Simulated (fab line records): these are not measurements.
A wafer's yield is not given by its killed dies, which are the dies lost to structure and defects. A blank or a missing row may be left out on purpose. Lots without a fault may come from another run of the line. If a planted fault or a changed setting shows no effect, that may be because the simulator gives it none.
One fault seen from 2 desks	flow n5Finfet	what lay behind the numbers comes last; until then each desk has only its own

== AT THE METROLOGY DESK ==
Means of the sampled wafers that have a number, per lot and without regard to the tool the lot ran on: this is what the gauges read. A lot is out of limits, marked OUT, if its mean lies more than 4 standard deviations from the usual mean; the brackets give that distance. Readings shown: 7 out of 15 (the first out of limits, and those lying furthest out on some lot).
Columns: A = V2_OVL at N5_BEOL_M3_OVL_MEAS_29, usual -0.4 nm; B = trenchDepthNm at N5_BEOL_M3_OCD_MEAS_38, usual 55.7 nm; C = cdNm at N5_BEOL_M3_CD_MEAS_35, usual 18.1 nm; D = M3_THK at N5_BEOL_M3_THK_MEAS_53, usual 39.9 nm; E = DIBL_P at N5_BEOL_M4_RC_MEAS_101, usual 35.6 mV/V; F = ION_P at N5_BEOL_M4_RC_MEAS_101, usual 462 uA/um; G = VT_P at N5_BEOL_M4_RC_MEAS_101, usual -251 mV
lot	first seen here	A	B	C	D	E	F	G
L223	day 6 20:39	-0.7	55.8	17.8	39.9	35.3	454	-257
L224	day 7 10:07	-0.6	55.1	18.0	38.9	37.6	459	-248
L227	day 8 11:59	-1.0	54.7	17.9	41.7	37.9	463	-255
L231	day 8 19:03	0.5	55.6	18.3	39.2	34.2	465	-248
L233	day 9 01:51	0.0	57.2	18.3	39.4	34.7	453	-254
L239	day 10 22:26	-0.0	29.6 (-24) OUT	18.7	42.5	38.3	463	-252
L240	day 10 23:17	-1.6	28.6 (-25) OUT	18.1	38.3	39.2	448	-254
L243	day 12 00:43	-0.1	28.3 (-25) OUT	18.4	41.4	33.2	454	-257
L246	day 12 17:55	0.1	56.2	18.1	40.3	35.0	470	-248
This desk's verdict: out of limits on L239, L240, L243, starting with L239 at day 11 03:20 (trenchDepthNm at N5_BEOL_M3_OCD_MEAS_38). Within limits: L223, L224, L227, L231, L233, L246.

== THE TOOL OWNER'S DESK: pvdSputter-01 ==
The tool's own readings at N5_BEOL_M3_HM_DEP_02 (deposits TiN, target thk 20 nm): means of the sampled wafers that have a number, for each lot that ran on this tool. A lot is out of limits, marked OUT, if its mean lies more than 4 standard deviations from the usual mean; the brackets give that distance.
Columns: A = throttleValvePct at N5_BEOL_M3_HM_DEP_02, usual 30.4 %
lot	first seen here	A
L223	day 6 21:32	31.3
L224	day 7 10:52	31.4
L231	day 8 20:08	31.4
L233	day 9 03:05	30.7
L239	day 10 22:46	30.3
L240	day 10 23:27	31.2
L243	day 12 02:15	30.3
This desk found nothing out of limits on any of the 7 lots.

== TAKEN TOGETHER ==
Metrology desk: alarm possible at day 11 03:20 on L239, L240, L243.
Nothing out of limits was seen by the tool owner's desk.
On record at the tool owner's desk: L239, L240, L243, within its limits.
Of the lots named, all ran N5_BEOL_M3_HM_DEP_02 on pvdSputter-01.

== WHAT THE SIMULATOR HAD INSERTED ==
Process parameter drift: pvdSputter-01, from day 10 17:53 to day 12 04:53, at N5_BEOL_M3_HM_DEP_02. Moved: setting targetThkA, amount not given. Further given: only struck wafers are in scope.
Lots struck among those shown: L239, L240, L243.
Delay in hours, fault start to first out-of-limits reading, per desk: metrology desk 9.
